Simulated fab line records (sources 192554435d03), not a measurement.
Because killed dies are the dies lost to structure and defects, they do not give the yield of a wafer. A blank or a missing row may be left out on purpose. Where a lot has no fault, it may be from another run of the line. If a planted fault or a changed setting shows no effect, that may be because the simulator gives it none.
Split-lot experiment    flow n5-finfet    21 wafers read from 7 lots, route of 1938 steps

## ON THE SPLIT
At N5_BEOL_M1_EXPOSE_08 (exposes mask M1), the setting dose-mj was moved away from the recipe's 33 on 5 of the 21 wafers read, by -3.9% to +4.0%. The other wafers ran this setting at the recipe's value.

## FROM THE SPLIT TO THE READING: what the file shows between them, 2 steps
- N5_BEOL_M1_PEB_09: peb time 60 s
- N5_BEOL_M1_DEVELOP_10: develop time 30 s

## THE READING
cd-nm at N5_BEOL_M1_CD_MEAS_11, given in nm (cd target 17.05 nm). A value of 17.07 nm with a standard deviation of 0.24 nm is what fault-free wafers of this fab line usually give.

wafer   tool, chamber at the split  dose-mj as run  against the recipe  cd-nm, nm  against lot-mates on the recipe
L081.3  euv-scanner-01, 0           33              recipe              17.29      -
L081.4  euv-scanner-01, 0           33              recipe              16.97      -
L081.5  euv-scanner-01, 0           33              recipe              16.97      -
L082.1  euv-scanner-01, 0           33              recipe              17.04      -
L082.2  euv-scanner-01, 0           33              recipe              16.91      -
L082.5  euv-scanner-01, 0           33              recipe              16.84      -
L087.3  euv-scanner-01, 0           33              recipe              16.91      -
L087.4  euv-scanner-01, 0           31.71           -3.9%               15.93      -1.05
L087.5  euv-scanner-01, 0           33              recipe              17.06      -
L089.2  euv-scanner-02, 0           33.65           +2.0%               17.65      +0.53
L089.4  euv-scanner-02, 0           33              recipe              17.12      -
L089.6  euv-scanner-02, 0           33.65           +2.0%               17.41      +0.29
L091.2  euv-scanner-01, 0           33              recipe              16.63      -
L091.5  euv-scanner-01, 0           34.32           +4.0%               17.78      +1.15
L091.6  euv-scanner-01, 0           34.32           +4.0%               17.51      +0.88
L093.1  euv-scanner-01, 0           33              recipe              17.01      -
L093.3  euv-scanner-01, 0           33              recipe              16.91      -
L093.5  euv-scanner-01, 0           33              recipe              17.20      -
L097.1  euv-scanner-01, 0           33              recipe              16.74      -
L097.5  euv-scanner-01, 0           33              recipe              16.94      -
L097.6  euv-scanner-01, 0           33              recipe              16.68      -

FIT RESULTS
A straight line over all 21 wafers: cd-nm changes by +0.216 nm for each +1% of dose-mj; r = +0.89; the points scatter about the line by 0.19 nm.
The same after taking each lot's own level away (the mean of its wafers on the recipe; 21 wafers): +0.253 nm for each +1%; r = +0.96; scatter 0.12 nm.
According to that fit, moving dose-mj by its largest amount changes the reading by 1 nm.
The span of the lots' own levels, 16.630 to 17.120 nm, comes to 2.0 times the standard deviation stated above.
Hence the slope depends on the lot-to-lot level, as the two fits are not the same.
Check: for one of the wafers moved furthest among these (+4.0%), held out of the fit, the line's prediction against its lot-mates is +0.939 nm. It came out at +1.15 nm against them.

## OTHER SPLITS ON THESE WAFERS
Note: prior to the reading, these wafers also went through further splits. Each is held against what the fit with the lots' levels taken away leaves over:
other split on the same wafers        wafers away from the commonest value  r with cd-nm (lot level and that fit taken away)
N5_MOL_CONTACT_COAG_DESCUM_45 time-s  5                                     -0.37
N5_BEOL_M0_SAQP_PECVD_00 time-s       8                                     -0.13
N5_BEOL_M0_SAQP_PECVD_04 time-s       7                                     +0.00
N5_BEOL_M0_CUTY_DESCUM_61 time-s      6                                     +0.11
N5_BEOL_M0_ETCH_138 source-w          5                                     +0.11
N5_BEOL_M1_HM_DEP_02 target-thk-a     6                                     +0.29

## THE WHOLE CHAIN: every reading that the file lists as answering this split, in the file's order
step                   what it does                                          reading                                                                change (the file's fit)                r (the file's)
N5_BEOL_M1_CD_MEAS_11  target cd 17.05 nm                                    cd-nm                                                                  +0.254 nm for each +1% of the setting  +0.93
N5_BEOL_M1_ETCH_63     etches SiARC in CF4, target depth 15.6 nm, time 26 s  BEOL_M1.cd-offset-nm (the simulator's own value, which no gauge read)  +0.157 nm for each +1% of the setting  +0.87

## FILE'S OWN FIT
cd-nm changes by +0.254 nm for each +1% of dose-mj, r = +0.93.
